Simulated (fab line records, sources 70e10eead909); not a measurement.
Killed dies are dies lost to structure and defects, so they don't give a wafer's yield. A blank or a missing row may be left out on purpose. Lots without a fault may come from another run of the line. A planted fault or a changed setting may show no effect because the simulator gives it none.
Which tool did it? | flow nand_harc | 12 lots, 36 wafers sampled, at 4 steps of a route of 1159

WHAT THE GAUGES READ, wafer by wafer
NHARC_A_ONON_D1_THK_MEAS_27: measures by ellipsometry.
lot  | measured     | on            | thk_nm (nm)
L992 | day 7 11:47  | film_metro-02 | 1013 1014 1012
L993 | day 8 08:35  | film_metro-01 | 982 981 984
L996 | day 8 22:23  | film_metro-02 | 1002 1001 1001
L994 | day 8 22:44  | film_metro-01 | 992 991 992
L997 | day 9 10:37  | film_metro-01 | 1006 1006 1006
L103 | day 10 16:37 | film_metro-01 | 995 995 996
L104 | day 11 02:07 | film_metro-02 | 1010 1009 1011
L105 | day 11 02:08 | film_metro-01 | 985 987 989
L110 | day 12 11:22 | film_metro-02 | 983 985 984
L111 | day 12 18:34 | film_metro-02 | 1000 1000 1000
L113 | day 13 12:34 | film_metro-01 | 1007 1008 1006
L114 | day 13 12:54 | film_metro-02 | 999 1001 999

NHARC_A_CHANNEL_HOLE_D1_CD_MEAS_10: target cd 100 nm.
lot  | measured     | on        | cd_nm (nm)
L992 | day 7 15:35  | cd_sem-02 | 99.3 99.7 99.4
L993 | day 8 15:37  | cd_sem-03 | 99.0 98.7 99.5
L996 | day 9 02:32  | cd_sem-01 | 100.8 100.2 100.2
L994 | day 9 03:25  | cd_sem-02 | 100.5 98.8 99.9
L997 | day 9 14:19  | cd_sem-02 | 96.6 95.8 96.3
L103 | day 10 23:29 | cd_sem-03 | 97.4 97.5 97.9
L104 | day 11 07:44 | cd_sem-01 | 98.3 97.7 98.2
L105 | day 11 06:54 | cd_sem-01 | 100.6 99.9 99.2
L110 | day 12 15:50 | cd_sem-02 | 101.0 99.0 99.6
L111 | day 12 22:23 | cd_sem-02 | 100.3 99.4 100.1
L113 | day 13 18:31 | cd_sem-02 | 100.2 100.6 101.2
L114 | day 13 20:26 | cd_sem-01 | 101.3 101.0 101.4

NHARC_A_CHANNEL_HOLE_D1_OVL_MEAS_11.
lot  | measured     | on         | overlay_x_nm (nm) | overlay_y_nm (nm)
L992 | day 7 15:41  | overlay-01 | -0.4 -0.1 -0.3    | 0.5 -0.9 -0.6
L993 | day 8 15:42  | overlay-01 | 0.5 -0.2 0.1      | -0.1 -0.3 -0.1
L996 | day 9 02:37  | overlay-01 | -0.6 -0.7 -0.2    | 2.0 1.6 1.6
L994 | day 9 03:30  | overlay-01 | 0.9 0.6 0.6       | -1.2 0.4 -0.4
L997 | day 9 14:24  | overlay-02 | 0.2 0.2 0.2       | -1.0 -0.5 -0.5
L103 | day 10 23:34 | overlay-02 | -0.4 -0.8 -0.8    | -0.6 -0.8 -0.4
L104 | day 11 07:50 | overlay-01 | -1.2 -1.0 -1.2    | -0.4 -0.8 -0.9
L105 | day 11 06:59 | overlay-02 | 1.0 1.0 1.0       | 1.0 1.4 1.1
L110 | day 12 15:55 | overlay-02 | 0.0 0.0 -0.4      | 0.2 0.2 0.2
L111 | day 12 22:29 | overlay-02 | 0.0 0.3 0.0       | 0.6 1.3 0.8
L113 | day 13 18:37 | overlay-02 | 1.4 1.2 1.0       | 0.9 0.7 0.9
L114 | day 13 20:31 | overlay-02 | -0.1 -0.1 0.4     | 0.9 0.7 0.6

WHICH TOOL RAN EACH LOT (tool, then ch and the chambers of the sampled wafers, then the start)
lot  | NHARC_A_CHANNEL_HOLE_D1_EXPOSE_07
L992 | arfi_scanner-01 ch 0, day 7 15:27
L993 | arfi_scanner-01 ch 0, day 8 15:29
L996 | arfi_scanner-02 ch 0, day 9 02:24
L994 | arfi_scanner-01 ch 0, day 9 03:17
L997 | arfi_scanner-01 ch 0, day 9 14:11
L103 | arfi_scanner-01 ch 0, day 10 23:20
L104 | arfi_scanner-01 ch 0, day 11 07:36
L105 | arfi_scanner-03 ch 0, day 11 06:46
L110 | arfi_scanner-03 ch 0, day 12 15:42
L111 | arfi_scanner-02 ch 0, day 12 22:15
L113 | arfi_scanner-02 ch 0, day 13 18:23
L114 | arfi_scanner-03 ch 0, day 13 20:17
- NHARC_A_CHANNEL_HOLE_D1_EXPOSE_07: exposes mask HOLE D1, target cd 100 nm.

WHAT THE TOOLS THEMSELVES READ (means of the sampled wafers that have a number; where no wafer has one, the mark that the record gives instead)
NHARC_A_CHANNEL_HOLE_D1_EXPOSE_07.
lot  | tool            | exposure_dose_mJ_cm2 | reticle_temp_C (C)
L992 | arfi_scanner-01 | 59.65                | 22.93
L993 | arfi_scanner-01 | 59.63                | 23.01
L996 | arfi_scanner-02 | 59.57                | 22.85
L994 | arfi_scanner-01 | 59.61                | 23.07
L997 | arfi_scanner-01 | 54.46                | 22.91
L103 | arfi_scanner-01 | 55.52                | 22.95
L104 | arfi_scanner-01 | 56.37                | 23.19
L105 | arfi_scanner-03 | 59.59                | 22.91
L110 | arfi_scanner-03 | 59.61                | 22.86
L111 | arfi_scanner-02 | 59.71                | 22.98
L113 | arfi_scanner-02 | 59.67                | 23.03
L114 | arfi_scanner-03 | 59.67                | 23.00

THE ANSWER, worked out from the rows above alone
Rule: what is usual is taken from the lots themselves. Put in order of their means at a reading, lots are off if they are a third of the lots or fewer, leave a main group of 4 or more, and stand apart from it by a gap of 3 or more times the standard deviation of the main group's means; of several such gaps the widest counts. A main group whose means are all the same, to the digits that the tables above print for the reading, isn't used. A lot without any number at a reading at which 4 lots or more have one is off too. The other lots that the step has rows for count as sound. The gauges are gone through in route order, then the tools' own readings, and for those a lot's mean is taken as printed above. The first step at which some lot is off is used, and at that step the reading that is off furthest; a lot without a number counts as furthest.
Off: L997, L103, L104, at NHARC_A_CHANNEL_HOLE_D1_EXPOSE_07 (exposure_dose_mJ_cm2). The main group: mean 59.63, standard deviation 0.042.
A tool fits if, at that step or a process step before it, it ran every lot that is off, and no sound lot after the first of them. One fits: arfi_scanner-01 at NHARC_A_CHANNEL_HOLE_D1_EXPOSE_07. Its last sound lot is L994 (day 9 03:17), its first lot that is off L997 (day 9 14:11): a fault that began between those two fits.
The tool's own readings at NHARC_A_CHANNEL_HOLE_D1_EXPOSE_07 bear it out: on the lots that are off they differ by more than 5 times the standard deviation of the sound lots' means. exposure_dose_mJ_cm2 reads 55.45 there against 59.63 on the sound lots.

WHAT THE SIMULATOR HAD PUT IN
Process parameter drift: arfi_scanner-01, from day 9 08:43 on, at NHARC_A_CHANNEL_HOLE_D1_EXPOSE_07. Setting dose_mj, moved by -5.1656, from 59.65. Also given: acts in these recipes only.
Lots struck among those shown: L997, L103, L104. The rule above found the same.
